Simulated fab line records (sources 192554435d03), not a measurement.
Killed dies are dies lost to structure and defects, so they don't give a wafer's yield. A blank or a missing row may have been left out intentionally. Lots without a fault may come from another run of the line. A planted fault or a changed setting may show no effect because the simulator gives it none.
Which of the tools did it?    flow n5 finfet    Sampling: 10 lots, 27 wafers, 4 of 1938 route steps

== WHAT THE GAUGES SHOWED, per wafer ==
N5_PASSIVATION_CD_MEAS_30 targets a cd of 4000 nm. Usual: 4000.1 nm for cd nm, sd 1.3.
lot   measured      on         cd nm (nm)            flag
L453  day 12 04:34  cd sem-02  4001.8 4001.5 4000.5  
L455  day 13 06:34  cd sem-03  4000.0 3999.6 4001.4  
L459  day 13 11:37  cd sem-03  3996.8 3997.4 3997.1  
L460  day 13 12:44  cd sem-03  3998.4 4000.8 3999.7  
L466  day 15 09:25  cd sem-02  4033.5 4034.1         OFF
L469  day 15 21:10  cd sem-03  4035.5 4035.2         OFF
L467  day 15 23:57  cd sem-02  4033.2 4033.7         OFF
L472  day 16 06:58  cd sem-01  3998.1 3999.5 3999.7  
L473  day 16 21:19  cd sem-01  4001.8 3999.4 3999.3  
L476  day 18 08:42  cd sem-02  4002.5 3998.3 4001.1  

N5_PASSIVATION_INSPECT_64: inspects for defects (macro). Usual: 2.3 for raw defect count, sd 1.5.
lot   measured      on                 raw defect count  flag
L453  day 12 04:38  defect inspect-02  7 2 4             
L455  day 13 06:37  defect inspect-01  2 2 2             
L459  day 13 11:40  defect inspect-02  2 2 5             
L460  day 13 12:47  defect inspect-01  2 5 4             
L466  day 15 09:28  defect inspect-01  2 1               
L469  day 15 21:13  defect inspect-01  4 3               
L467  day 16 00:00  defect inspect-02  2 1               
L472  day 16 07:01  defect inspect-02  2 1 3             
L473  day 16 21:22  defect inspect-01  5 3 3             
L476  day 18 08:46  defect inspect-02  1 2 1             

== EACH LOT AND THE TOOL THAT RAN IT (in order: tool; ch and the chambers of the sampled wafers; start) ==
lot   N5_PASSIVATION_VIA_ETCH_13          N5_PASSIVATION_EXPOSE_27
L453  rie diel-03 ch 0,2, day 12 02:31    krf scanner-02 ch 0, day 12 04:24
L455  rie diel-04 ch 0,1,2, day 13 04:07  krf scanner-01 ch 0, day 13 06:23
L459  rie diel-02 ch 2,3, day 13 09:51    krf scanner-02 ch 0, day 13 11:26
L460  rie diel-04 ch 1,2, day 13 11:16    krf scanner-02 ch 0, day 13 12:34
L466  rie diel-02 ch 0,3, day 15 08:06    krf scanner-02 ch 0, day 15 09:15
L469  rie diel-04 ch 1,2, day 15 19:42    krf scanner-02 ch 0, day 15 20:59
L467  rie diel-04 ch 2,3, day 15 22:32    krf scanner-02 ch 0, day 15 23:47
L472  rie diel-04 ch 1,2,3, day 16 05:01  krf scanner-01 ch 0, day 16 06:47
L473  rie diel-04 ch 0,1,3, day 16 19:59  krf scanner-01 ch 0, day 16 21:08
L476  rie diel-04 ch 0,3, day 18 07:29    krf scanner-01 ch 0, day 18 08:32
- N5_PASSIVATION_VIA_ETCH_13: etches SiO2 in CHF3/O2, target depth 660 nm, time 330 s.
- N5_PASSIVATION_EXPOSE_27: exposes mask PAD, defocus 0 nm.

== AS READ BY THE TOOLS THEMSELVES (means over the sampled wafers that have a number; for cases with no such wafer, the mark the record gives instead) ==
N5_PASSIVATION_VIA_ETCH_13. Usual: CHF3_flow_sccm 49.99 sccm, standard deviation 0.17; O2_flow_sccm 4.998 sccm, standard deviation 0.016; chamber pressure mTorr 29.999 mTorr, standard deviation 0.025; drypump motor current A 5.8 A, standard deviation 0.4; etch rf on time s 236 s, standard deviation 4.9; oes product au 0.73 a.u., standard deviation 0.09; rf vpp V 522 V, standard deviation 5.4; showerhead plenum p Torr 2.37 Torr, standard deviation 0.068; throttle valve pct 18.84 %, standard deviation 0.21.
lot   tool         CHF3_flow_sccm (sccm)  O2_flow_sccm (sccm)  chamber pressure mTorr (mTorr)  drypump motor current A (A)  etch rf on time s (s)  oes product au (a.u.)  rf vpp V (V)  showerhead plenum p Torr (Torr)  throttle valve pct (%)  flag
L453  rie diel-03  49.95                  5.007                30.013                          6.2                          238                    0.65                   521           2.30                             18.96                   
L455  rie diel-04  50.12                  4.991                30.018                          5.8                          236                    0.69                   525           2.41                             18.96                   
L459  rie diel-02  50.06                  4.978                30.006                          5.5                          230                    0.80                   522           2.38                             18.39                   
L460  rie diel-04  49.96                  4.996                30.004                          5.8                          238                    0.76                   523           2.40                             18.81                   
L466  rie diel-02  49.95                  4.998                29.947                          6.0                          238                    0.71                   524           2.42                             18.80                   
L469  rie diel-04  49.95                  5.011                29.985                          5.9                          243                    0.71                   526           2.42                             18.84                   
L467  rie diel-04  50.05                  4.994                29.995                          5.8                          238                    0.81                   518           2.36                             18.77                   
L472  rie diel-04  50.04                  4.996                29.981                          5.9                          237                    0.75                   524           2.40                             18.81                   
L473  rie diel-04  50.01                  5.003                29.994                          5.9                          240                    0.77                   525           2.40                             18.83                   
L476  rie diel-04  49.96                  5.002                29.980                          5.7                          231                    0.83                   521           2.36                             18.80                   

N5_PASSIVATION_EXPOSE_27. Usual: 32.30 for exposure dose mJ cm2, sd 0.036.
lot   tool            exposure dose mJ cm2  flag
L453  krf scanner-02  32.30                 
L455  krf scanner-01  32.30                 
L459  krf scanner-02  32.27                 
L460  krf scanner-02  32.33                 
L466  krf scanner-02  32.30                 
L469  krf scanner-02  32.28                 
L467  krf scanner-02  32.32                 
L472  krf scanner-01  32.33                 
L473  krf scanner-01  32.30                 
L476  krf scanner-01  32.27                 

== THE ANSWER, worked out from the rows above alone ==
Rule: lot off if the mean of its wafers having a number is beyond 3 standard deviations from the usual mean. A lot without any number at a reading at which 4 lots or more have one is off too. The other lots that the step has rows for count as sound. After the gauges, taken in route order, come the tools' own readings; for these a lot's mean is taken, as printed above. At the first step where some lot is off, the reading lying furthest off is the one used; lots without a number count as furthest.
Off, at N5_PASSIVATION_CD_MEAS_30 on cd nm: L466, L469, L467.
If a tool, at a process step before that reading, ran all the lots that are off and no sound lot after the first of them, it fits. Those tools and the gauges at N5_PASSIVATION_CD_MEAS_30 are tried in the same way. One fits: N5_PASSIVATION_EXPOSE_27 on krf scanner-02. Its last sound lot is L460 (day 13 12:34), its first lot that is off L466 (day 15 09:15): a fault that began between those two fits.

== WHAT HAD BEEN PUT IN BY THE SIMULATOR ==
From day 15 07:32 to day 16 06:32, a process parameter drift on krf scanner-02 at N5_PASSIVATION_EXPOSE_27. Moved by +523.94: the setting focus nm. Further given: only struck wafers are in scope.
Shown lots that were struck: L466, L469, L467. The same result came from the rule above.
